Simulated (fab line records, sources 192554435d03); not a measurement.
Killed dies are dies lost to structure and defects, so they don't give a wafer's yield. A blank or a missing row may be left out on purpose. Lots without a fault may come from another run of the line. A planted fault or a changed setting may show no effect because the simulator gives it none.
Split-lot experiment | flow n5_finfet | 7 lots, 21 wafers read, on a route of 1938 steps

THE SPLIT
At N5_BEOL_M5_COAT_71 (time 60 s, resist thk 5 nm), the setting spin_rpm was moved away from the recipe's 1500 rpm on 9 of the 21 wafers read, by -8.7% to +10.5%. The other wafers ran this setting at the recipe's value.

FROM THE SPLIT TO THE READING: what the file shows between them, 1 step
- N5_BEOL_M5_DESCUM_16: chemistry O2, time 7 s (also split here: time_s)

THE READING
etch.depth_nm (the simulator's own value, which no gauge read), in nm, at N5_BEOL_M5_ETCH_72 (etches underlayer in N2/H2, target depth 6.5 nm, time 5.2 s). The file gives no usual value for it. The 12 wafers here that ran the recipe average 4.989 nm, standard deviation 0.016 nm.

wafer  | tool, chamber at the split | spin_rpm as run, rpm | against the recipe | etch.depth_nm, nm | against lot-mates on the recipe
L078.3 | litho_track-01, 0          | 1500                 | recipe             | 5.024             | -
L078.4 | litho_track-01, 0          | 1557                 | +3.8%              | 4.902             | -0.122
L078.5 | litho_track-01, 0          | 1557                 | +3.8%              | 4.9               | -0.124
L081.1 | litho_track-02, 0          | 1637                 | +9.1%              | 4.777             | -0.205
L081.2 | litho_track-02, 0          | 1637                 | +9.1%              | 4.768             | -0.214
L081.3 | litho_track-02, 0          | 1500                 | recipe             | 4.982             | -
L080.1 | litho_track-05, 0          | 1500                 | recipe             | 4.958             | -
L080.3 | litho_track-05, 0          | 1500                 | recipe             | 4.975             | -
L080.6 | litho_track-05, 0          | 1500                 | recipe             | 4.976             | -
L083.2 | litho_track-02, 0          | 1500                 | recipe             | 4.994             | -
L083.3 | litho_track-02, 0          | 1564                 | +4.3%              | 4.898             | -0.096
L083.5 | litho_track-02, 0          | 1564                 | +4.3%              | 4.891             | -0.103
L089.2 | litho_track-01, 0          | 1369                 | -8.7%              | 5.237             | +0.232
L089.4 | litho_track-01, 0          | 1500                 | recipe             | 5.005             | -
L089.6 | litho_track-01, 0          | 1500                 | recipe             | 5.005             | -
L090.2 | litho_track-02, 0          | 1500                 | recipe             | 4.984             | -
L090.3 | litho_track-02, 0          | 1657                 | +10.5%             | 4.731             | -0.253
L090.5 | litho_track-02, 0          | 1657                 | +10.5%             | 4.744             | -0.240
L096.2 | litho_track-01, 0          | 1500                 | recipe             | 4.987             | -
L096.3 | litho_track-01, 0          | 1500                 | recipe             | 4.992             | -
L096.4 | litho_track-01, 0          | 1500                 | recipe             | 4.98              | -

THE FIT
A straight line over all 21 wafers: etch.depth_nm changes by -0.0248 nm for each +1% of spin_rpm; r = -0.99; the points scatter about the line by 0.016 nm.
The same after taking each lot's own level away (the mean of its wafers on the recipe; 21 wafers): -0.0243 nm for each +1%; r = -0.99; scatter 0.013 nm.
On that fit, the largest move of spin_rpm shifts the reading by 0.25 nm.
The lots' own levels span 4.9697 to 5.0240 nm, that is 3.3 times the standard deviation above.
So the lot-to-lot level changes the slope little: the two slopes agree.
Check: with one of the wafers moved furthest among these (+10.5%) left out of the fit, the line predicts -0.254 nm for it against its lot-mates. It came out at -0.253 nm against them.

OTHER SPLITS ON THESE WAFERS
These wafers also went through other splits before the reading. Each is held against what the fit with the lots' levels taken away leaves over:
other split on the same wafers     | wafers away from the commonest value | r with etch.depth_nm (lot level and that fit taken away)
N5_BEOL_M2_COAT_62 spin_rpm        | 10                                   | +0.32
N5_BEOL_M2_TRENCH_ETCH_37 source_w | 9                                    | +0.25
N5_BEOL_M3_TRENCH_ETCH_37 source_w | 3                                    | +0.55
N5_BEOL_M3_ETCH_41 target_depth_a  | 7                                    | +0.39
N5_BEOL_M4_COAT_22 spin_rpm        | 10                                   | +0.18
N5_BEOL_M4_ALD_98 ald_cycles       | 10                                   | +0.20
N5_BEOL_M5_DESCUM_16 time_s        | 7                                    | -0.35

THE FILE'S OWN FIT
etch.depth_nm changes by -0.0245 nm for each +1% of spin_rpm, r = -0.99.
